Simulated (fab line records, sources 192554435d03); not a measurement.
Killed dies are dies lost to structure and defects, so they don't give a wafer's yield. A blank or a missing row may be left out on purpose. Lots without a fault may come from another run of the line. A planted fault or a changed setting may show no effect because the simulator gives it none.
fab line records | flow n5_finfet
record lots=3 wafers=9 last_day=16
route steps=1938 shown BEOL_M4@1099 BEOL_M5@1112 PASSIVATION@1930
lots that met no fault: from a run of the same line without faults
start_h: hours from the record's first day to the start of the lot's first wafer shown | wait_h: hours since the lot's step before | " the same as in the row above | L1.1+2: a row that stands for several wafers | - no value, or no start given | * or withheld: withheld | < > ~ a bound
route shown NAME@n: a module of which the file shows steps, and the number in the route of the first | usual: mean/standard deviation of fault-free wafers | same: alike in all rows | chamber/n: place in a boat | sites: the reading at each site | _std_site: their standard deviation | _edge_site: outer sites' mean less inner sites' | radius_mm: how far each site lies from the wafer's centre | mask NAME#n: copy n | behind: the tool/chamber that last shaped the wafer | hold: why the lot was held/for how many hours/how that ended | device: the transistor (n, p or np) that didn't switch | end of line: the same wafers' tests at the end of the route | a step without rows: its recipe alone | killed: dies lost to structure and defects at the first sort, not the wafer's yield | map: a wafer's dies, x killed, . not, _ none there
set.NAME: the setting as run; set.NAME@STEP: as run at that earlier step | model.NAME: the simulator's own value behind a step, which no gauge read
lots at some steps of the route; a table a step, a row a wafer
services: from which hour (start_h, from the record's first day; less than 0 if before it) a tool's chamber was out of use, for how many hours, and why
## steps
# step N5_BEOL_M4_ANNEAL_95
# recipe temp_c=400 time_s=240 ambient=vacuum
# step N5_BEOL_M4_SPUTTER_96
# recipe material=Cu target_thk_a=45 temp_c=-20 chamber_pressure_pa=0.07 power_w=withheld time_s=8.29
# step N5_BEOL_M4_ECD_50
# recipe material=Cu target_thk_a=3000
# step N5_BEOL_M4_ANNEAL_51
# recipe temp_c=225 time_s=90 ambient=N2
# step N5_BEOL_M4_CMP_52
# recipe stop_on=SiOC t_overpolish_s=6.8 down_force_psi=1 platen_rpm=50 clearing_platen_down_force_psi=1.5 clearing_platen_rpm=50 post_cmp_clean=cu_alkaline target_thk_nm=40 clearing_platen_pad_velocity_m_s=0.99484 pad_velocity_m_s=0.99484
# step N5_BEOL_M4_PRE_CLEAN_60
# recipe gas=NH3/H2 time_s=15 temp_c=* rf_power_w=300
# step N5_BEOL_M4_CO_CAP_55
# recipe material=Co target_thk_a=20 temp_c=200 precursor=CCTBA/H2 pressure_torr=30 time_s=102.1
# step N5_BEOL_M4_PRE_CLEAN_56
# recipe gas=NH3 time_s=15 temp_c=withheld rf_power_w=300
# step N5_BEOL_M4_DEP_57
# recipe material=SiCN target_thk_a=80 temp_c=withheld precursor=3MS/NH3 pressure_torr=3 rf_w=202 time_s=14
# step N5_BEOL_M4_RC_MEAS_101
# usual DIBL_N=36.0/2.5 DIBL_P=36.2/3 IOFF_N=0.16/0.044 IOFF_P=0.21/0.049 ION_N=671/15 ION_P=461/8.7 SS_N=71.5/0.72 SS_P=73.4/0.9 VT_N=251/4.4 VT_P=-250/4
# columns lot.wafer tool chamber start_h wait_h DIBL_N[mV/V] DIBL_P[mV/V] IOFF_N[nA/um] IOFF_P[nA/um] ION_N[uA/um] ION_P[uA/um] SS_N[mV/dec] SS_P[mV/dec] VT_N[mV] VT_P[mV]
L183.2 prober-02 0 189.40 0.8 29.5 30.2 0.08 0.13 638 444 70.2 71.6 261 -259
L183.4 " 0 " " 31.8 32.8 0.10 0.14 651 447 71.0 72.9 258 -258
L183.6 " 0 " " 34.0 36.0 0.12 0.18 647 447 71.3 73.2 257 -257
L194.1 prober-02 0 260.71 0.0 39.9 37.9 0.20 0.24 672 462 72.0 74.2 244 -251
L194.5 " 0 " " 34.0 31.6 0.10 0.15 673 464 71.2 72.5 256 -255
L194.6 " 0 " " 38.8 38.2 0.17 0.26 666 466 72.1 75.0 248 -248
L197.2 prober-02 0 275.85 0.2 41.2 43.1 0.31 0.37 692 473 72.8 74.9 240 -241
L197.3 " 0 " " 36.6 37.7 0.19 0.24 683 465 71.4 73.0 245 -248
L197.4 " 0 " " 36.9 38.5 0.20 0.26 682 473 72.0 74.0 245 -245
# step N5_BEOL_M5_ILD_DEP_00
# recipe material=SiCOH_lowk target_thk_a=1406.4 temp_c=300 precursor=DEMS/porogen pressure_torr=5 rf_w=500 time_s=25.9
# step N5_BEOL_M5_CURE_79
# recipe temp_c=385 time_s=240 ambient=He/Ar material=SiCOH_lowk
# step N5_BEOL_M5_PECVD_70
# recipe material=SiO2 target_thk_a=160 temp_c=400 precursor=TEOS/O2 pressure_torr=5.5 rf_w=450 teos_flow_sccm=53.8 gas=O2 flow_sccm=3000 time_s=18
# step N5_BEOL_M5_HM_DEP_02
# recipe material=TiN target_thk_a=200 temp_c=25 chamber_pressure_pa=0.49996
# step N5_BEOL_M5_COAT_59
# recipe resist=SOC temp_c=250 time_s=60 spin_rpm=1500 resist_thk_nm=60
# step N5_BEOL_M5_COAT_60
# recipe resist=SiARC temp_c=220 time_s=60 spin_rpm=1500 resist_thk_nm=12
# step N5_BEOL_M5_COAT_71
# recipe resist=underlayer temp_c=205 time_s=60 spin_rpm=1500 resist_thk_nm=5
# step N5_BEOL_M5_COAT_05
# recipe resist=CAR-EUV spin_rpm=1500 resist_thk_nm=30
# step N5_BEOL_M5_EBR_07
# recipe solvent=PGMEA ebr_width_mm=1.5
# step N5_BEOL_M5_SOFTBAKE_06
# recipe temp_c=110 time_s=60 resist=CAR-EUV
# step N5_BEOL_M5_EXPOSE_08
# recipe mask_id=M5 na=0.33 source_shape=annular sigma_inner=0.4 sigma_outer=0.8 polarization=unpolarized target_cd_nm=28 dose_mj=35.75
# step N5_BEOL_M5_PEB_09
# recipe peb_temp_c=100 peb_time_s=60 resist=CAR-EUV
# step N5_BEOL_M5_DEVELOP_10
# recipe develop_time_s=30 developer=TMAH resist=CAR-EUV rinse_liquid=surfactant_rinse dry=air_spin dev_temp_c=23
# step N5_BEOL_M5_DESCUM_16
# recipe chemistry=O2 time_s=7 source_power_w=50 bias_power_w=20 pressure_mtorr=20 rf_frequency_hz=2.712e+07 temp_c=40 resist=CAR-EUV o2_flow_sccm=225
# step N5_BEOL_M5_ETCH_72
# recipe chemistry=N2/H2 target=underlayer target_depth_a=65 mask_material=CAR-EUV time_s=5.2 ion_energy_ev=200 pressure_mtorr=30 source_w=840 bias_w=150 n2_flow_sccm=200 h2_flow_sccm=200 ends=cleared
# step N5_BEOL_M5_ETCH_61
# recipe chemistry=CF4 target=SiARC target_depth_a=156 mask_material=CAR-EUV time_s=26 ion_energy_ev=80 pressure_mtorr=40 source_w=545 bias_w=36 Ar_flow_sccm=100 cf4_flow_sccm=100 ends=cleared
# step N5_BEOL_M5_ETCH_62
# recipe chemistry=N2/H2 target=SOC target_depth_a=750 overetch_a=150 mask_material=SiARC temp_c=40 time_s=112.5 ion_energy_ev=200 pressure_mtorr=30 source_w=840 bias_w=150 n2_flow_sccm=200 h2_flow_sccm=200
# step N5_BEOL_M5_STRIP_63
# recipe chemistry=N2/H2 temp_c=40 n2_flow_sccm=200 h2_flow_sccm=200 rf_frequency_hz=6e+07
# step N5_BEOL_M5_STRIP_73
# recipe chemistry=N2/H2 temp_c=40 n2_flow_sccm=200 h2_flow_sccm=200 rf_frequency_hz=6e+07
# step N5_BEOL_M5_STRIP_64
# recipe chemistry=CF4 resist=SiARC power_w=300 bias_power_w=75 pressure_mtorr=50 cf4_flow_sccm=150 rf_frequency_hz=6e+07
# step N5_BEOL_M5_HM_OPEN_17
# recipe chemistry=Cl2/BCl3 target_depth_a=200 overetch_a=60 target=TiN mask_material=SOC ion_energy_ev=150 pressure_mtorr=10 icp_w=1000 bias_w=126 Cl2_flow_sccm=53.25 bcl3_flow_sccm=21.75 Ar_flow_sccm=25
# step N5_BEOL_M5_STRIP_19
# recipe chemistry=O2 power_w=400 temp_c=40 pressure_mtorr=30 rf_frequency_hz=6e+07 bias_power_w=0 overash_fraction=0.2 o2_flow_sccm=225
# step N5_BEOL_M5_COAT_65
# recipe resist=SOC temp_c=250 time_s=60 spin_rpm=1500 resist_thk_nm=60
# step N5_BEOL_M5_COAT_66
# recipe resist=SiARC temp_c=220 time_s=60 spin_rpm=1500 resist_thk_nm=12
# step N5_PASSIVATION_ETCH_54
# recipe chemistry=CHF3/O2 target=SiO2 target_depth_a=8800 CHF3_flow_sccm=50 O2_flow_sccm=5 Ar_flow_sccm=200 time_s=440 mask_material=PR pressure_mtorr=30 source_w=650 bias_w=170 ion_energy_ev=200
# usual drypump_motor_current_A=5.8/0.42 oes_product_au=0.80/0.095 rf_vpp_V=523/15 showerhead_plenum_p_Torr=2.40/0.082 throttle_valve_pct=18.84/0.27
# columns lot.wafer tool chamber start_h wait_h drypump_motor_current_A oes_product_au rf_hours_counter_h rf_vpp_V showerhead_plenum_p_Torr throttle_valve_pct model.PASSIVATION.feature_depth_nm model.etch.depth_nm
L183.2 rie_diel-01 3 298.93 0.1 5.7 0.71 218 522 2.38 18.90 860.2 860.1
L183.4 " 1 " " 6.5 0.85 38 524 2.45 18.27 883.8 883.9
L183.6 " 0 " " 6.2 0.90 - 499 2.58 19.05 882.2 882.2
L194.1 rie_diel-01 2 359.43 0.1 5.7 0.67 247 539 2.46 19.29 635.2 635.2
L194.5 " 3 " " 5.7 0.71 - 521 2.37 18.94 876.6 876.5
L194.6 " 2 " " 5.7 0.71 - 540 2.46 19.28 867.2 867.2
L197.2 rie_diel-02 0 372.49 0.1 5.3 0.97 3 495 2.37 18.74 900.4 900.3
L197.3 " 2 " " 5.7 0.74 166 541 2.42 18.99 857.8 857.8
L197.4 " 1 " " 5.9 0.69 220 538 2.27 18.83 867.2 867.2
# step N5_PASSIVATION_PROBE_49
# usual defect_limited_yield=91.7/1.4 killed_at_M0_to_M3=31/11 killed_at_M4_up=13/4.6 killed_at_contacts=13/6.7 killed_at_front_end=39/9.6 killed_at_other=3.5/2.8 killed_dies=98/16 killed_on_rim=13/4.2 killed_open=64/11 killed_short=33/8.5 sort_bin_4_leakage=0.00/0.032 sort_bin_5_function=4.9/0.96 sort_bin_6_memory=3.1/0.59 sort_bin_8_speed=0.2/1.3 sort_n_pass=1080/23 sort_yield_pct=91.5/1.9
# same gross_dies=1180 killed_at_back_side=0
# columns lot.wafer tool chamber start_h wait_h defect_limited_yield[%] killed_at_M0_to_M3 killed_at_M4_up killed_at_contacts killed_at_front_end killed_at_other killed_dies killed_on_rim killed_open killed_short sort_bin_4_leakage[%] sort_bin_5_function[%] sort_bin_6_memory[%] sort_bin_8_speed[%] sort_n_pass sort_yield_pct[%]
L194.1 prober-01 - 362.21 0.0 0 30 11 21 33 1085 1180 152 66 34 0 96.6 3.2 0 0 0
L194.5 prober-01 - 362.41 0.2 92.8 22 14 13 36 0 85 7 59 26 0 4.5 2.5 0 1095 92.8
L194.6 prober-01 - 362.46 0.3 93.1 24 9 17 31 0 81 12 58 23 0 4.2 2.4 0 1099 93.1
L197.2 prober-02 - 375.32 0.1 88.8 51 17 15 49 0 132 22 86 44 0.34 6.9 3.6 0 1044 88.5
L197.3 prober-02 - 375.37 0.1 91.5 51 12 5 32 0 100 14 73 25 0 4.8 3.5 0 1080 91.5
L197.4 prober-02 - 375.42 0.2 92.1 36 14 10 33 0 93 13 61 25 0 5.2 2.7 0 1087 92.1
# killed by level:class
L194.1 PASSIVATION:area_etch=1080 MOL_CONTACT_COAG:geometric_particle:open=16 FIN_SAQP:geometric_particle:short=7 BEOL_M2:geometric_particle:open=7 STI_FIN_REVEAL:geometric_particle:open=6 BEOL_M0_SAQP:geometric_particle:open=6 BEOL_M0_SAQP:geometric_particle:short=6 FIN_SAQP:geometric_particle:open=5
L194.5 MOL_CONTACT_COAG:geometric_particle:open=12 STI_FIN_REVEAL:geometric_particle:open=9 BEOL_M4:geometric_particle:open=8 BEOL_M0_SAQP:geometric_particle:short=8 BEOL_M2:geometric_particle:open=7 FIN_SAQP:geometric_particle:open=7 FIN_SAQP:geometric_particle:short=6 DUMMY_GATE:geometric_particle:open=4
L194.6 MOL_CONTACT_COAG:geometric_particle:open=16 BEOL_M2:geometric_particle:open=8 FIN_SAQP:geometric_particle:open=6 STI_FIN_REVEAL:geometric_particle:open=6 FIN_SAQP:geometric_particle:short=4 BEOL_M0_SAQP:geometric_particle:open=4 STARTING-WAFER:geometric_particle:short=3 BEOL_M8:geometric_particle:open=3
L197.2 FIN_SAQP:geometric_particle:open=18 FIN_SAQP:geometric_particle:short=13 BEOL_M1:geometric_particle:open=13 MOL_CONTACT_COAG:geometric_particle:open=9 BEOL_M0_SAQP:geometric_particle:short=8 BEOL_M0_SAQP:geometric_particle:open=7 MOL_CONTACT_COAG:geometric_particle:short=6 BEOL_M5:geometric_particle:open=6
L197.3 BEOL_M1:geometric_particle:open=16 BEOL_M0_SAQP:geometric_particle:open=14 FIN_SAQP:geometric_particle:short=7 STI_FIN_REVEAL:geometric_particle:open=7 BEOL_M0_SAQP:geometric_particle:short=7 BEOL_M4:geometric_particle:open=6 FIN_SAQP:geometric_particle:open=5 MOL_CONTACT_COAG:geometric_particle:open=5
L197.4 BEOL_M0_SAQP:geometric_particle:open=10 FIN_SAQP:geometric_particle:open=9 MOL_CONTACT_COAG:geometric_particle:open=9 BEOL_M0_SAQP:geometric_particle:short=9 BEOL_M2:geometric_particle:open=7 STI_FIN_REVEAL:geometric_particle:open=6 BEOL_M1:geometric_particle:open=4 BEOL_M4:geometric_particle:open=4
# map L194.1 (x killed, . not)
_________________xxxxxxxxxxxx________________
______________xxxxxxxxxxxxxxxxxx_____________
___________xxxxxxxxxxxxxxxxxxxxxxxx__________
__________xxxxxxxxxxxxxxxxxxxxxxxxxx_________
________xxxxxxxxxxxxxxxxxxxxxxxxxxxxxx_______
_______xxxxxxxxxxxxxxxxxxxxxxxxxxxxxxxx______
______xxxxxxxxxxxxxxxxxxxxxxxxxxxxxxxxxx_____
_____xxxxxxxxxxxxxxxxxxxxxxxxxxxxxxxxxxxx____
____xxxxxxxxxxxxxxxxxxxxxxxxxxxxxxxxxxxxxx___
___xxxxxxxxxxxxxxxxxxxxxxxxxxxxxxxxxxxxxxxx__
___xxxxxxxxxxxxxxxxxxxxxxxxxxxxxxxxxxxxxxxx__
__xxxxxxxxxxxxxxxxxxxxxxxxxxxxxxxxxxxxxxxxxx_
__xxxxxxxxxxxxxxxxxxxxxxxxxxxxxxxxxxxxxxxxxx_
_xxxxxxxxxxxxxxxxxxxxxxxxxxxxxxxxxxxxxxxxxxxx
_xxxxxxxxxxxxxxxxxxxxxxxxxxxxxxxxxxxxxxxxxxxx
_xxxxxxxxxxxxxxxxxxxxxxxxxxxxxxxxxxxxxxxxxxxx
_xxxxxxxxxxxxxxxxxxxxxxxxxxxxxxxxxxxxxxxxxxxx
_xxxxxxxxxxxxxxxxxxxxxxxxxxxxxxxxxxxxxxxxxxxx
_xxxxxxxxxxxxxxxxxxxxxxxxxxxxxxxxxxxxxxxxxxxx
_xxxxxxxxxxxxxxxxxxxxxxxxxxxxxxxxxxxxxxxxxxxx
_xxxxxxxxxxxxxxxxxxxxxxxxxxxxxxxxxxxxxxxxxxxx
__xxxxxxxxxxxxxxxxxxxxxxxxxxxxxxxxxxxxxxxxxx_
__xxxxxxxxxxxxxxxxxxxxxxxxxxxxxxxxxxxxxxxxxx_
___xxxxxxxxxxxxxxxxxxxxxxxxxxxxxxxxxxxxxxxx__
___xxxxxxxxxxxxxxxxxxxxxxxxxxxxxxxxxxxxxxxx__
____xxxxxxxxxxxxxxxxxxxxxxxxxxxxxxxxxxxxxx___
_____xxxxxxxxxxxxxxxxxxxxxxxxxxxxxxxxxxxx____
______xxxxxxxxxxxxxxxxxxxxxxxxxxxxxxxxxx_____
_______xxxxxxxxxxxxxxxxxxxxxxxxxxxxxxxx______
________xxxxxxxxxxxxxxxxxxxxxxxxxxxxxx_______
__________xxxxxxxxxxxxxxxxxxxxxxxxxx_________
___________xxxxxxxxxxxxxxxxxxxxxxxx__________
______________xxxxxxxxxxxxxxxxxx_____________
_________________xxxxxxxxxxxx________________
# map L183.2 (x killed, . not)
_________________........x...________________
______________.....x....x......._____________
___________..................x.....__________
__________............x..x.......x.._________
________...........................x.._______
_______............x..x....x....x.x...x______
______.x...x...x..xx............x......._____
_____............x...................x...____
____.x...x..x.............x.....xx.x......___
___.x..x...................................__
___..........x....x....x...x........x.....x__
__....x.......................x...x........._
__.x..x..........x................x........._
_.............x.....................x........
_.x.........x................x...x...........
_......x.x................................x..
_.....................x.x...x................
_.x....x..........x...........x.x...x..x.....
_.......................x....................
_x......x..............x.......x..x.........x
_..............x......x....x...............x.
__............................x.......x.x..._
__...x....x..........................x......_
___...............x..x.xx...........x......__
___...................x..x.....xx..........__
____..x..x.............x............x.....___
_____.xx..........................x.x.x..____
______.x.......x...........x............_____
_______.xxx.....................x......______
________.......x........x.......xx...._______
__________......x.................x._________
___________...................x....__________
______________......x....xx....._____________
_________________............________________
## services
# columns tool chamber start_h hours kind
rie_diel-02 0 327.18 - clean
rie_diel-02 0 327.18 - consumable_replace:focus_ring
rie_diel-02 0 327.18 35.0 scheduled_down
rie_diel-02 0 327.18 35.0 vent_cycle
rie_diel-01 2 350.29 6.7 repair
rie_diel-02 1 363.22 4.6 repair
rie_diel-01 2 366.80 - clean
rie_diel-01 2 366.80 - consumable_replace:focus_ring
rie_diel-01 2 366.80 13.5 scheduled_down
rie_diel-01 2 366.80 13.5 vent_cycle
## key
first_sign step=N5_PASSIVATION_PROBE_49 reading=killed_at_other direction=up sigmas=99+ usual=3.5 struck=1085
effect step=N5_PASSIVATION_PROBE_49 reading=sort_bin_5_function direction=up sigmas=96 usual=4.9 struck=96.6
model_effect step=N5_PASSIVATION_ETCH_54 value=PASSIVATION.feature_depth_nm without=867 struck=635.2
more_kills_born_at N5_PASSIVATION_ETCH_54@rie_diel-01=1080
met_at N5_PASSIVATION_ETCH_54
struck_wafers L194.1
later_rows_left_out L194.1
onset_between 298.93 359.43
fault kind=process_parameter_drift tool=rie_diel-01 chamber=- onset_h=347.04 steps=N5_PASSIVATION_ETCH_54 channel=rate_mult offset=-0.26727 shape=step end_h=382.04 scope=struck_wafers_only
# later_rows_left_out: the simulator's readings of these wafers behind a module that went badly wrong aren't trusted and aren't shown, but for the sort
